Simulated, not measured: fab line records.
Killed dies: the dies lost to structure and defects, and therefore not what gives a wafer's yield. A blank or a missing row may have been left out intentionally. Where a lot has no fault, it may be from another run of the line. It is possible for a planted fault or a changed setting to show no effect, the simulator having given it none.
The tool behind it: which one? -- flow nand-harc -- Sampling: 6 lots, 18 wafers, 5 of 1302 route steps

## WHAT THE GAUGES READ, wafer by wafer
NHARC_END_SORT_01.
lot,measured,on,killed-at-periphery
L752,day 25 21:14,prober-02,5 4 6
L755,day 25 19:34,prober-01,1 1 2
L761,day 29 10:26,prober-02,2 3 3
L764,day 30 16:38,prober-02,7 14 8
L766,day 31 13:20,prober-02,8 7 1
L773,day 33 15:07,prober-02,1 6 4

## TOOL THAT RAN EACH LOT (tool first, then ch and the chambers of the sampled wafers, then the start)
lot,NHARC_A_CHANNEL_FILL_D1_STRIP_28,NHARC_A_CHANNEL_FILL_D1_STRIP_29,NHARC_A_DECK1_JOINT_ETCHBACK_07,NHARC_A_DECK1_JOINT_DEP_16
L752,"rie-diel-07 ch 1,2, day 10 23:08","rie-diel-07 ch 0,1, day 12 02:49 or earlier","rie-si-04 ch 0,1,2, day 12 02:49","pecvd-02 ch 0,2, day 13 17:40"
L755,"rie-diel-07 ch 0,2,3, day 11 15:13","rie-diel-07 ch 1,2,3, day 12 16:07 or earlier","rie-si-01 ch 1,2,3, day 12 16:07","pecvd-02 ch 0,1,2, day 14 06:40"
L761,"rie-diel-07 ch 0,2,3, day 14 12:45","rie-diel-07 ch 1,2,3, day 15 12:26 or earlier","rie-si-01 ch 1,2,3, day 15 12:26","pecvd-02 ch 0,1,2, day 17 05:36"
L764,"rie-diel-07 ch 1,3, day 16 02:31","rie-diel-01 ch 0,2,3, day 16 19:52","rie-si-06 ch 0,2,3, day 17 02:04","pecvd-02 ch 0,1, day 18 13:30"
L766,"rie-diel-01 ch 0,2,3, day 16 16:49","rie-diel-07 ch 0,2,3, day 17 16:22 or earlier","rie-si-01 ch 1,2, day 17 16:22","pecvd-02 ch 0,1, day 19 05:55"
L773,"rie-diel-07 ch 2,3, day 19 11:40","rie-diel-01 ch 0,1,2, day 20 11:25 or earlier","rie-si-04 ch 0,3, day 20 11:25","pecvd-04 ch 0,1,2, day 22 00:25"
- NHARC_A_CHANNEL_FILL_D1_STRIP_28: strips in O2, time 20 s.
- NHARC_A_CHANNEL_FILL_D1_STRIP_29: strips in O2, time 20 s.
- NHARC_A_DECK1_JOINT_ETCHBACK_07: etches the open film in HBr, target depth 105 nm, time 26.9 s.
- NHARC_A_DECK1_JOINT_DEP_16: deposits SiO2, target thk 45 nm.

## THE ANSWER, worked out from the rows above alone
Rule: what is usual is taken from the lots themselves. The widest of any qualifying gaps counts: lots, ordered by their means at a reading, are off when they make up no more than a third of the lots, leave a main group of 4 or more, and stand apart from it by 3 or more times the standard deviation of that group's means. A main group whose means are all the same, to the digits that the tables above print for the reading, isn't used. Also off: a lot with no number at a reading for which 4 or more lots have one. Any other lot the step has rows for is counted as sound.
None of the lots is off at any reading shown; this tells nothing.

## WHAT THE SIMULATOR PUT IN
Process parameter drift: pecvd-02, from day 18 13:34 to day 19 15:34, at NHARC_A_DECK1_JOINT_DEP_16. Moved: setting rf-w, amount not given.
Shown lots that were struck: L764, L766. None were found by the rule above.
